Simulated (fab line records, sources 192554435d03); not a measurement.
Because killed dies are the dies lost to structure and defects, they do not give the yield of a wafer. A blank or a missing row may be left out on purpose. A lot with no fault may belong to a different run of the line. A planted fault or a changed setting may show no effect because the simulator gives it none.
Problem report, 8D (eight disciplines) form, completed by code -- flow n5-finfet -- the parts of the form that need people (team, actions taken, sign-off) are left out

## 1. THE PROBLEM
At N5_BEOL_M1_COAT_73, spin-speed-rpm averages 1433.5 rpm over 6 wafers from 2 lots, while fault-free wafers read 1500.0 rpm, standard deviation 1.1. Measured from the usual mean, that is -61 standard deviations.
The step: time 60 s, resist thk 5 nm.
Seen first at day 7 09:02 on litho-track-02, wafer L536.2. The record holds 30 wafers of 10 lots with a number at this step. Rule for "out" (also "out of limits"): further than 4 standard deviations from the usual mean. All remaining wafers that have a number are taken as sound.

## 2. WHAT THIS IS AND IS NOT
question,is,is not
which readings at this step,spin-speed-rpm,heater-power-total-W
which lots,"L536, L539","L531, L532, L533, L535, L545, L549, L551, L554"
which wafers of those lots,all that have a number,-
read on which tools,litho-track-02,"litho-track-01, litho-track-03"
when,from day 7 09:02,"up to then (12 sound wafers); but 12 sound wafers of L545, L549, L551, L554 came after"

## 3. WHAT RULES OUT EACH SUSPECT
Counting: a tool at any process step up to the reading remains a suspect when it ran all the lots that are out and ran no sound lot after the first of those.
- litho-track-02 at N5_BEOL_M1_COAT_73 (time 60 s, resist thk 5 nm): ruled out as a lasting fault. Sound lots L551, L554 ran on it after its first lot that is out, L536 (day 7 09:02).
Left after counting: nothing in the record.

## 4. THE CAUSE (what the simulator had put in)
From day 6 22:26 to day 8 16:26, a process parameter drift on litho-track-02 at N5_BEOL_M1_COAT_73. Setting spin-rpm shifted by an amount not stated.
Counting ruled it out, wrongly.

## 5. SEQUENCE OF EFFECTS, ordered by route
One row per reading whose mean, taken over the struck wafers that have a number, lies over 3 standard deviations from the usual. Readings are gone through only where the record gives a usual standard deviation; hours: the median, over the lots, of the time from a lot's start at the first step in this table giving one to that lot's start at this step; sigmas: the change measured in usual standard deviations.
hours,step,reading,usual,on struck wafers,change,sigmas
0,N5_BEOL_M1_COAT_73,spin-speed-rpm,1500.0 rpm,1433.5,-66.5,-61
It contains these process steps:
- N5_BEOL_M1_COAT_73: time 60 s, resist thk 5 nm.
Later measuring or inspecting steps at which every struck wafer that the step has a row for has a number for every such reading, and none has moved that far: N5_BEOL_M4_RC_MEAS_101.

## 6. HOW IT WOULD HAVE BEEN CAUGHT EARLIER
The fault began at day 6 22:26; the first out-of-limits reading in this record came at day 7 09:02, 11 hours later.
